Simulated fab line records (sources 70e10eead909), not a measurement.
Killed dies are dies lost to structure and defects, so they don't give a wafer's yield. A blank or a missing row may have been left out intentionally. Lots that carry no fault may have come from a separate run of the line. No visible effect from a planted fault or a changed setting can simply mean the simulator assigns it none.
Chamber matching :: flow nand_harc :: 4 sister chambers for NHARC_A_BONDPAD_DESCUM_11 on rie_diel-05
The step chemistry O2, time 3 s. 20 wafers are shown with their chamber, then 10 later ones without.

== WAFERS, EACH WITH ITS CHAMBER ==
wafer: L075.3
chamber: 2
drypump_motor_current_A (A): 5.1
showerhead_plenum_p_Torr (Torr): 1.78
oes_product_au (a.u.): 1.020

wafer: L075.4
chamber: 0
drypump_motor_current_A (A): 6.0
showerhead_plenum_p_Torr (Torr): 2.07
oes_product_au (a.u.): 0.994

wafer: L075.6
chamber: 2
drypump_motor_current_A (A): 5.1
showerhead_plenum_p_Torr (Torr): 1.78
oes_product_au (a.u.): 1.007

wafer: L075.1
chamber: 3
drypump_motor_current_A (A): 5.4
showerhead_plenum_p_Torr (Torr): 1.87
oes_product_au (a.u.): 1.008

wafer: L075.2
chamber: 1
drypump_motor_current_A (A): 6.2
showerhead_plenum_p_Torr (Torr): 2.07
oes_product_au (a.u.): 0.993

wafer: L075.5
chamber: 3
drypump_motor_current_A (A): 5.4
showerhead_plenum_p_Torr (Torr): 1.86
oes_product_au (a.u.): 1.003

wafer: L077.1
chamber: 2
drypump_motor_current_A (A): 5.1
showerhead_plenum_p_Torr (Torr): 1.78
oes_product_au (a.u.): 1.015

wafer: L077.2
chamber: 3
drypump_motor_current_A (A): 5.4
showerhead_plenum_p_Torr (Torr): 1.86
oes_product_au (a.u.): 1.008

wafer: L077.3
chamber: 1
drypump_motor_current_A (A): 6.2
showerhead_plenum_p_Torr (Torr): 2.07
oes_product_au (a.u.): 1.013

wafer: L078.2
chamber: 0
drypump_motor_current_A (A): 6.0
showerhead_plenum_p_Torr (Torr): 2.07
oes_product_au (a.u.): 0.996

wafer: L078.4
chamber: 2
drypump_motor_current_A (A): 5.1
showerhead_plenum_p_Torr (Torr): 1.78
oes_product_au (a.u.): 1.011

wafer: L078.6
chamber: 1
drypump_motor_current_A (A): 6.2
showerhead_plenum_p_Torr (Torr): 2.07
oes_product_au (a.u.): 0.995

wafer: L084.3
chamber: 0
drypump_motor_current_A (A): 6.0
showerhead_plenum_p_Torr (Torr): 2.06
oes_product_au (a.u.): 0.988

wafer: L084.5
chamber: 1
drypump_motor_current_A (A): 6.2
showerhead_plenum_p_Torr (Torr): 2.06
oes_product_au (a.u.): 0.999

wafer: L084.6
chamber: 0
drypump_motor_current_A (A): 6.0
showerhead_plenum_p_Torr (Torr): 2.06
oes_product_au (a.u.): 0.995

wafer: L086.1
chamber: 3
drypump_motor_current_A (A): 5.4
showerhead_plenum_p_Torr (Torr): 1.86
oes_product_au (a.u.): 0.994

wafer: L086.5
chamber: 0
drypump_motor_current_A (A): 6.0
showerhead_plenum_p_Torr (Torr): 2.06
oes_product_au (a.u.): 0.980

wafer: L086.6
chamber: 3
drypump_motor_current_A (A): 5.4
showerhead_plenum_p_Torr (Torr): 1.86
oes_product_au (a.u.): 0.992

wafer: L087.1
chamber: 3
drypump_motor_current_A (A): 5.4
showerhead_plenum_p_Torr (Torr): 1.86
oes_product_au (a.u.): 1.014

wafer: L087.3
chamber: 2
drypump_motor_current_A (A): 5.2
showerhead_plenum_p_Torr (Torr): 1.78
oes_product_au (a.u.): 1.004

SIGNATURES (averages over the wafers above)
reading: drypump_motor_current_A
chamber 0: 6.000
chamber 1: 6.200
chamber 2: 5.120
chamber 3: 5.400
scatter within a chamber: 0.0224

reading: showerhead_plenum_p_Torr
chamber 0: 2.0640
chamber 1: 2.0675
chamber 2: 1.7800
chamber 3: 1.8617
scatter within a chamber: 0.00417

reading: oes_product_au
chamber 0: 0.99060
chamber 1: 1.00000
chamber 2: 1.01140
chamber 3: 1.00317
scatter within a chamber: 0.00773
Rule: distance of a wafer from a chamber = root of the sum over the readings of ((wafer's reading minus chamber's mean) / reading's scatter) squared. If the next closest chamber is less than 2 further off than the closest, the wafer can't be placed; otherwise it belongs to the closest. How the scatter is found: for the shown wafers, subtract from each reading the mean of its chamber, square and add these, divide the total by (wafers less chambers), then take the root.

== WAFERS WITHOUT THEIR CHAMBER ==
wafer: L087.6
drypump_motor_current_A (A): 5.4
showerhead_plenum_p_Torr (Torr): 1.86
oes_product_au (a.u.): 1.010

wafer: L091.3
drypump_motor_current_A (A): 5.1
showerhead_plenum_p_Torr (Torr): 1.78
oes_product_au (a.u.): 1.004

wafer: L091.5
drypump_motor_current_A (A): 6.0
showerhead_plenum_p_Torr (Torr): 2.06
oes_product_au (a.u.): 0.997

wafer: L091.6
drypump_motor_current_A (A): 5.4
showerhead_plenum_p_Torr (Torr): 1.86
oes_product_au (a.u.): 1.000

wafer: L090.2
drypump_motor_current_A (A): 6.0
showerhead_plenum_p_Torr (Torr): 2.06
oes_product_au (a.u.): 1.004

wafer: L090.3
drypump_motor_current_A (A): 6.2
showerhead_plenum_p_Torr (Torr): 2.06
oes_product_au (a.u.): 0.993

wafer: L090.4
drypump_motor_current_A (A): 5.1
showerhead_plenum_p_Torr (Torr): 1.78
oes_product_au (a.u.): 1.004

wafer: L093.1
drypump_motor_current_A (A): 6.0
showerhead_plenum_p_Torr (Torr): 2.06
oes_product_au (a.u.): 0.999

wafer: L093.3
drypump_motor_current_A (A): 5.1
showerhead_plenum_p_Torr (Torr): 1.77
oes_product_au (a.u.): 0.983

wafer: L093.6
drypump_motor_current_A (A): 5.1
showerhead_plenum_p_Torr (Torr): 1.77
oes_product_au (a.u.): 0.983

== WHICH CHAMBER EACH ONE RAN IN ==
wafer: L087.6
from the rows above: 3
in truth: 3

wafer: L091.3
from the rows above: 2
in truth: 2

wafer: L091.5
from the rows above: 0
in truth: 0

wafer: L091.6
from the rows above: 3
in truth: 3

wafer: L090.2
from the rows above: 0
in truth: 0

wafer: L090.3
from the rows above: 1
in truth: 1

wafer: L090.4
from the rows above: 2
in truth: 2

wafer: L093.1
from the rows above: 0
in truth: 0

wafer: L093.3
from the rows above: 2
in truth: 2

wafer: L093.6
from the rows above: 2
in truth: 2
10 of 10 placed correctly. From these rows, 0 cannot be placed. Placed wrongly: 0.
